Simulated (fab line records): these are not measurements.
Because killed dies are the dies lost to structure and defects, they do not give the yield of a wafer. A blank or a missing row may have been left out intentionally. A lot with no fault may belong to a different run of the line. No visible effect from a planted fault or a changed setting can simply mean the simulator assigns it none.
Which tool was responsible? || flow nand harc || 13 lots with 38 wafers sampled at 5 steps, on a route of 1159 steps

WHAT EACH GAUGE READ, for each wafer
NHARC_END_SORT_01.
{"lot": "L754", "measured": "day 22 00:25", "on": "prober-01", "killed at array": "24 26 25", "killed at other": "3 1 0", "killed at periphery": "3 0 1", "killed dies": "30 27 26", "killed open": "4 2 2", "killed short": "2 3 2"}
{"lot": "L756", "measured": "day 21 16:46", "on": "prober-02", "killed at array": "30 22 24", "killed at other": "0 1 2", "killed at periphery": "8 5 9", "killed dies": "38 28 35", "killed open": "2 2 7", "killed short": "2 2 3"}
{"lot": "L759", "measured": "day 22 22:02", "on": "prober-01", "killed at array": "19 19 17", "killed at other": "0 1 0", "killed at periphery": "6 4 3", "killed dies": "25 24 20", "killed open": "3 7 0", "killed short": "1 1 0"}
{"lot": "L761", "measured": "day 23 18:58", "on": "prober-01", "killed at array": "14 23 13", "killed at other": "1 0 1", "killed at periphery": "8 8 7", "killed dies": "23 31 21", "killed open": "3 6 1", "killed short": "2 3 5"}

EACH LOT AND THE TOOL THAT RAN IT (in order: tool; ch and the chambers of the sampled wafers; start)
{"lot": "L748", "NHARC_P_ZERO_WELL_SOFTBAKE_06": "litho track-02 ch 0, day 1 12:00", "NHARC_P_ZERO_WELL_DESCUM_26": "rie diel-07 ch 1,2,3, day 1 14:47", "NHARC_P_ZERO_WELL_RTA_42": "rtp anneal-02 ch 0, day 1 19:08", "NHARC_P_STI_CMP_21": "cmp-01 ch 0,1,2, day 3 08:08"}
{"lot": "L750", "NHARC_P_ZERO_WELL_SOFTBAKE_06": "litho track-05 ch 0, day 2 00:00", "NHARC_P_ZERO_WELL_DESCUM_26": "rie diel-07 ch 1,2, day 2 02:46", "NHARC_P_ZERO_WELL_RTA_42": "rtp anneal-01 ch 0, day 2 07:06", "NHARC_P_STI_CMP_21": "cmp-03 ch 0,1,2, day 4 00:48"}
{"lot": "L751", "NHARC_P_ZERO_WELL_SOFTBAKE_06": "litho track-07 ch 0, day 2 06:00", "NHARC_P_ZERO_WELL_DESCUM_26": "rie diel-01 ch 1,2, day 2 08:40", "NHARC_P_ZERO_WELL_RTA_42": "rtp anneal-02 ch 0, day 2 12:49", "NHARC_P_STI_CMP_21": "cmp-04 ch 1,3, day 4 00:41"}
{"lot": "L752", "NHARC_P_ZERO_WELL_SOFTBAKE_06": "litho track-05 ch 0, day 2 12:00", "NHARC_P_ZERO_WELL_DESCUM_26": "rie diel-07 ch 0,1,3, day 2 14:44", "NHARC_P_ZERO_WELL_RTA_42": "rtp anneal-01 ch 0, day 2 18:53", "NHARC_P_STI_CMP_21": "cmp-04 ch 0,1,2, day 4 09:21"}
{"lot": "L753", "NHARC_P_ZERO_WELL_SOFTBAKE_06": "litho track-02 ch 0, day 2 18:00", "NHARC_P_ZERO_WELL_DESCUM_26": "rie diel-09 ch 0,3, day 2 20:34", "NHARC_P_ZERO_WELL_RTA_42": "rtp anneal-02 ch 0, day 3 00:52", "NHARC_P_STI_CMP_21": "cmp-04 ch 0,2,3, day 4 15:18"}
{"lot": "L754", "NHARC_P_ZERO_WELL_SOFTBAKE_06": "litho track-02 ch 0, day 3 00:00", "NHARC_P_ZERO_WELL_DESCUM_26": "rie diel-07 ch 0,1,2, day 3 02:38", "NHARC_P_ZERO_WELL_RTA_42": "rtp anneal-02 ch 0, day 3 06:47", "NHARC_P_STI_CMP_21": "cmp-03 ch 0,1, day 4 23:04"}
{"lot": "L756", "NHARC_P_ZERO_WELL_SOFTBAKE_06": "litho track-07 ch 0, day 3 12:00", "NHARC_P_ZERO_WELL_DESCUM_26": "rie diel-09 ch 0,2,3, day 3 14:44", "NHARC_P_ZERO_WELL_RTA_42": "rtp anneal-01 ch 0, day 3 18:54", "NHARC_P_STI_CMP_21": "cmp-03 ch 0,2,3, day 5 06:54"}
{"lot": "L758", "NHARC_P_ZERO_WELL_SOFTBAKE_06": "litho track-07 ch 0, day 4 00:00", "NHARC_P_ZERO_WELL_DESCUM_26": "rie diel-09 ch 0,1, day 4 02:41", "NHARC_P_ZERO_WELL_RTA_42": "rtp anneal-01 ch 0, day 4 06:49", "NHARC_P_STI_CMP_21": "cmp-04 ch 0,2, day 5 15:18"}
{"lot": "L759", "NHARC_P_ZERO_WELL_SOFTBAKE_06": "litho track-02 ch 0, day 4 06:00", "NHARC_P_ZERO_WELL_DESCUM_26": "rie diel-01 ch 0,1,2, day 4 08:44", "NHARC_P_ZERO_WELL_RTA_42": "rtp anneal-02 ch 0, day 4 12:49", "NHARC_P_STI_CMP_21": "cmp-03 ch 0,2,3, day 6 00:07"}
{"lot": "L761", "NHARC_P_ZERO_WELL_SOFTBAKE_06": "litho track-05 ch 0, day 4 18:00", "NHARC_P_ZERO_WELL_DESCUM_26": "rie diel-07 ch 0,2,3, day 4 20:38", "NHARC_P_ZERO_WELL_RTA_42": "rtp anneal-02 ch 0, day 5 00:59", "NHARC_P_STI_CMP_21": "cmp-01 ch 0,1,2, day 6 13:24"}
{"lot": "L765", "NHARC_P_ZERO_WELL_SOFTBAKE_06": "litho track-02 ch 0, day 5 18:00", "NHARC_P_ZERO_WELL_DESCUM_26": "rie diel-07 ch 0,2, day 5 20:44", "NHARC_P_ZERO_WELL_RTA_42": "rtp anneal-01 ch 0, day 6 00:56", "NHARC_P_STI_CMP_21": "cmp-01 ch 1,3, day 7 16:12"}
{"lot": "L770", "NHARC_P_ZERO_WELL_SOFTBAKE_06": "litho track-05 ch 0, day 7 00:00", "NHARC_P_ZERO_WELL_DESCUM_26": "rie diel-09 ch 0,2,3, day 7 02:31", "NHARC_P_ZERO_WELL_RTA_42": "rtp anneal-02 ch 0, day 7 06:38", "NHARC_P_STI_CMP_21": "cmp-03 ch 1,2, day 8 20:04"}
{"lot": "L771", "NHARC_P_ZERO_WELL_SOFTBAKE_06": "litho track-05 ch 0, day 7 06:00", "NHARC_P_ZERO_WELL_DESCUM_26": "rie diel-01 ch 1,3, day 7 08:37", "NHARC_P_ZERO_WELL_RTA_42": "rtp anneal-02 ch 0, day 7 12:47", "NHARC_P_STI_CMP_21": "cmp-04 ch 0,2, day 9 00:40"}
- NHARC_P_ZERO_WELL_SOFTBAKE_06: time 70 s.
- NHARC_P_ZERO_WELL_DESCUM_26: chemistry O2, time 3 s.
- NHARC_P_ZERO_WELL_RTA_42: time 300 s.
- NHARC_P_STI_CMP_21: polishes, t overpolish 20 s, target thk 380.67 nm.

AS READ BY THE TOOLS THEMSELVES (means over the sampled wafers that have a number; for cases with no such wafer, the mark the record gives instead)
NHARC_P_ZERO_WELL_SOFTBAKE_06.
{"lot": "L748", "tool": "litho track-02", "heater power total W (W)": 201.1}
{"lot": "L750", "tool": "litho track-05", "heater power total W (W)": 199.9}
{"lot": "L751", "tool": "litho track-07", "heater power total W (W)": 201.5}
{"lot": "L752", "tool": "litho track-05", "heater power total W (W)": 201.3}
{"lot": "L753", "tool": "litho track-02", "heater power total W (W)": 200.1}
{"lot": "L754", "tool": "litho track-02", "heater power total W (W)": 199.8}
{"lot": "L756", "tool": "litho track-07", "heater power total W (W)": 201.0}
{"lot": "L758", "tool": "litho track-07", "heater power total W (W)": 200.3}
{"lot": "L759", "tool": "litho track-02", "heater power total W (W)": 202.0}
{"lot": "L761", "tool": "litho track-05", "heater power total W (W)": 199.7}
{"lot": "L765", "tool": "litho track-02", "heater power total W (W)": 211.2}
{"lot": "L770", "tool": "litho track-05", "heater power total W (W)": 199.9}
{"lot": "L771", "tool": "litho track-05", "heater power total W (W)": 201.1}

NHARC_P_ZERO_WELL_DESCUM_26.
{"lot": "L748", "tool": "rie diel-07", "drypump motor current A (A)": 6.10, "oes product au (a.u.)": 1.014, "rf vpp V (V)": 56.7, "showerhead plenum p Torr (Torr)": 1.85, "throttle valve pct (%)": 11.310}
{"lot": "L750", "tool": "rie diel-07", "drypump motor current A (A)": 5.98, "oes product au (a.u.)": 1.010, "rf vpp V (V)": 58.0, "showerhead plenum p Torr (Torr)": 1.87, "throttle valve pct (%)": 11.300}
{"lot": "L751", "tool": "rie diel-01", "drypump motor current A (A)": 5.63, "oes product au (a.u.)": 0.992, "rf vpp V (V)": 57.9, "showerhead plenum p Torr (Torr)": 1.98, "throttle valve pct (%)": 11.310}
{"lot": "L752", "tool": "rie diel-07", "drypump motor current A (A)": 5.94, "oes product au (a.u.)": 1.009, "rf vpp V (V)": 57.0, "showerhead plenum p Torr (Torr)": 1.85, "throttle valve pct (%)": 11.310}
{"lot": "L753", "tool": "rie diel-09", "drypump motor current A (A)": 5.63, "oes product au (a.u.)": 1.012, "rf vpp V (V)": 58.3, "showerhead plenum p Torr (Torr)": 2.06, "throttle valve pct (%)": 11.304}
{"lot": "L754", "tool": "rie diel-07", "drypump motor current A (A)": 5.89, "oes product au (a.u.)": 1.009, "rf vpp V (V)": 57.3, "showerhead plenum p Torr (Torr)": 1.89, "throttle valve pct (%)": 11.306}
{"lot": "L756", "tool": "rie diel-09", "drypump motor current A (A)": 5.61, "oes product au (a.u.)": 1.010, "rf vpp V (V)": 58.4, "showerhead plenum p Torr (Torr)": 1.99, "throttle valve pct (%)": 11.304}
{"lot": "L758", "tool": "rie diel-09", "drypump motor current A (A)": 5.67, "oes product au (a.u.)": 1.016, "rf vpp V (V)": 57.8, "showerhead plenum p Torr (Torr)": 1.91, "throttle valve pct (%)": 11.312}
{"lot": "L759", "tool": "rie diel-01", "drypump motor current A (A)": 5.86, "oes product au (a.u.)": 0.991, "rf vpp V (V)": 58.3, "showerhead plenum p Torr (Torr)": 2.00, "throttle valve pct (%)": 11.311}
{"lot": "L761", "tool": "rie diel-07", "drypump motor current A (A)": 5.98, "oes product au (a.u.)": 1.003, "rf vpp V (V)": 58.1, "showerhead plenum p Torr (Torr)": 1.88, "throttle valve pct (%)": 11.311}
{"lot": "L765", "tool": "rie diel-07", "drypump motor current A (A)": 5.88, "oes product au (a.u.)": 0.995, "rf vpp V (V)": 58.0, "showerhead plenum p Torr (Torr)": 1.92, "throttle valve pct (%)": 11.303}
{"lot": "L770", "tool": "rie diel-09", "drypump motor current A (A)": 5.61, "oes product au (a.u.)": 1.010, "rf vpp V (V)": 58.1, "showerhead plenum p Torr (Torr)": 1.99, "throttle valve pct (%)": 11.314}
{"lot": "L771", "tool": "rie diel-01", "drypump motor current A (A)": 5.54, "oes product au (a.u.)": 0.990, "rf vpp V (V)": 57.8, "showerhead plenum p Torr (Torr)": 1.94, "throttle valve pct (%)": 11.305}

NHARC_P_ZERO_WELL_RTA_42.
{"lot": "L748", "tool": "rtp anneal-02", "anneal temp c max": 1107.3, "lamp power pct (%)": 37.2, "lamp_zone_6_pct (%)": 37.1, "wafer_temp_C_max": 1102.7}
{"lot": "L750", "tool": "rtp anneal-01", "anneal temp c max": 1105.0, "lamp power pct (%)": 38.0, "lamp_zone_6_pct (%)": 38.0, "wafer_temp_C_max": 1103.6}
{"lot": "L751", "tool": "rtp anneal-02", "anneal temp c max": 1105.2, "lamp power pct (%)": 37.2, "lamp_zone_6_pct (%)": 37.1, "wafer_temp_C_max": 1103.0}
{"lot": "L752", "tool": "rtp anneal-01", "anneal temp c max": 1104.8, "lamp power pct (%)": 38.1, "lamp_zone_6_pct (%)": 38.0, "wafer_temp_C_max": 1104.9}
{"lot": "L753", "tool": "rtp anneal-02", "anneal temp c max": 1105.1, "lamp power pct (%)": 37.1, "lamp_zone_6_pct (%)": 37.0, "wafer_temp_C_max": 1102.9}
{"lot": "L754", "tool": "rtp anneal-02", "anneal temp c max": 1106.1, "lamp power pct (%)": 37.2, "lamp_zone_6_pct (%)": 37.1, "wafer_temp_C_max": 1103.3}
{"lot": "L756", "tool": "rtp anneal-01", "anneal temp c max": 1106.7, "lamp power pct (%)": 38.1, "lamp_zone_6_pct (%)": 38.0, "wafer_temp_C_max": 1104.2}
{"lot": "L758", "tool": "rtp anneal-01", "anneal temp c max": 1104.3, "lamp power pct (%)": 38.1, "lamp_zone_6_pct (%)": 38.0, "wafer_temp_C_max": 1104.0}
{"lot": "L759", "tool": "rtp anneal-02", "anneal temp c max": 1106.2, "lamp power pct (%)": 37.1, "lamp_zone_6_pct (%)": 37.1, "wafer_temp_C_max": 1103.1}
{"lot": "L761", "tool": "rtp anneal-02", "anneal temp c max": 1105.9, "lamp power pct (%)": 37.1, "lamp_zone_6_pct (%)": 37.0, "wafer_temp_C_max": 1102.6}
{"lot": "L765", "tool": "rtp anneal-01", "anneal temp c max": 1105.1, "lamp power pct (%)": 38.0, "lamp_zone_6_pct (%)": 38.0, "wafer_temp_C_max": 1104.2}
{"lot": "L770", "tool": "rtp anneal-02", "anneal temp c max": 1106.3, "lamp power pct (%)": 37.1, "lamp_zone_6_pct (%)": 37.1, "wafer_temp_C_max": 1102.7}
{"lot": "L771", "tool": "rtp anneal-02", "anneal temp c max": 1106.4, "lamp power pct (%)": 37.1, "lamp_zone_6_pct (%)": 37.1, "wafer_temp_C_max": 1103.3}

NHARC_P_STI_CMP_21.
{"lot": "L748", "tool": "cmp-01", "motor current A (A)": 12.2, "overpolish run s (s)": 19.995, "slurry flow ml min": 149.9}
{"lot": "L750", "tool": "cmp-03", "motor current A (A)": 10.8, "overpolish run s (s)": 20.006, "slurry flow ml min": 150.1}
{"lot": "L751", "tool": "cmp-04", "motor current A (A)": 12.6, "overpolish run s (s)": 20.002, "slurry flow ml min": 149.8}
{"lot": "L752", "tool": "cmp-04", "motor current A (A)": 12.1, "overpolish run s (s)": 20.000, "slurry flow ml min": 150.4}
{"lot": "L753", "tool": "cmp-04", "motor current A (A)": 12.3, "overpolish run s (s)": 19.999, "slurry flow ml min": 150.3}
{"lot": "L754", "tool": "cmp-03", "motor current A (A)": 11.5, "overpolish run s (s)": 20.002, "slurry flow ml min": 150.3}
{"lot": "L756", "tool": "cmp-03", "motor current A (A)": 11.9, "overpolish run s (s)": 20.000, "slurry flow ml min": 150.2}
{"lot": "L758", "tool": "cmp-04", "motor current A (A)": 12.1, "overpolish run s (s)": 20.008, "slurry flow ml min": 149.6}
{"lot": "L759", "tool": "cmp-03", "motor current A (A)": 11.5, "overpolish run s (s)": 19.999, "slurry flow ml min": 150.1}
{"lot": "L761", "tool": "cmp-01", "motor current A (A)": 12.1, "overpolish run s (s)": 20.007, "slurry flow ml min": 150.2}
{"lot": "L765", "tool": "cmp-01", "motor current A (A)": 12.0, "overpolish run s (s)": 20.002, "slurry flow ml min": 150.8}
{"lot": "L770", "tool": "cmp-03", "motor current A (A)": 11.9, "overpolish run s (s)": 20.006, "slurry flow ml min": 150.0}
{"lot": "L771", "tool": "cmp-04", "motor current A (A)": 11.9, "overpolish run s (s)": 19.991, "slurry flow ml min": 150.4}

THE ANSWER, worked out from the rows above alone
Rule: usual is defined by the lots themselves. Put in order of their means at a reading, lots are off if they are a third of the lots or fewer, leave a main group of 4 or more, and stand apart from it by a gap of 3 or more times the standard deviation of the main group's means; of several such gaps the widest counts. A main group is skipped when, at the precision printed for the reading in the tables above, its means are all equal. A lot without any number at a reading at which 4 lots or more have one is off too. All remaining lots with rows at the step are treated as sound. After the gauges, taken in route order, come the tools' own readings; for these a lot's mean is taken, as printed above. At the first step where some lot is off, the reading lying furthest off is the one used; lots without a number count as furthest.
Off, at NHARC_P_ZERO_WELL_SOFTBAKE_06 on heater power total W: L765. The main group has a mean of 200.6 W with a standard deviation of 0.75.
A tool fits if, at that step or a process step before it, it ran every lot that is off, and no sound lot after the first of them. One candidate fits, namely litho track-02 at NHARC_P_ZERO_WELL_SOFTBAKE_06. Its last sound lot is L759 (day 4 06:00), its first lot that is off L765 (day 5 18:00): a fault that began between those two fits.
On the lots that are off, the tool's own readings at NHARC_P_ZERO_WELL_SOFTBAKE_06 differ by more than 5 times the standard deviation of the sound lots' means, which bears it out; heater power total W reads 211.2 W there versus 200.6 W on the sound lots.

WHAT WAS PUT IN BY THE SIMULATOR
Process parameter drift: litho track-02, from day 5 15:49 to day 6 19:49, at NHARC_P_ZERO_WELL_SOFTBAKE_06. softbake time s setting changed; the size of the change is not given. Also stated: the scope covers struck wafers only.
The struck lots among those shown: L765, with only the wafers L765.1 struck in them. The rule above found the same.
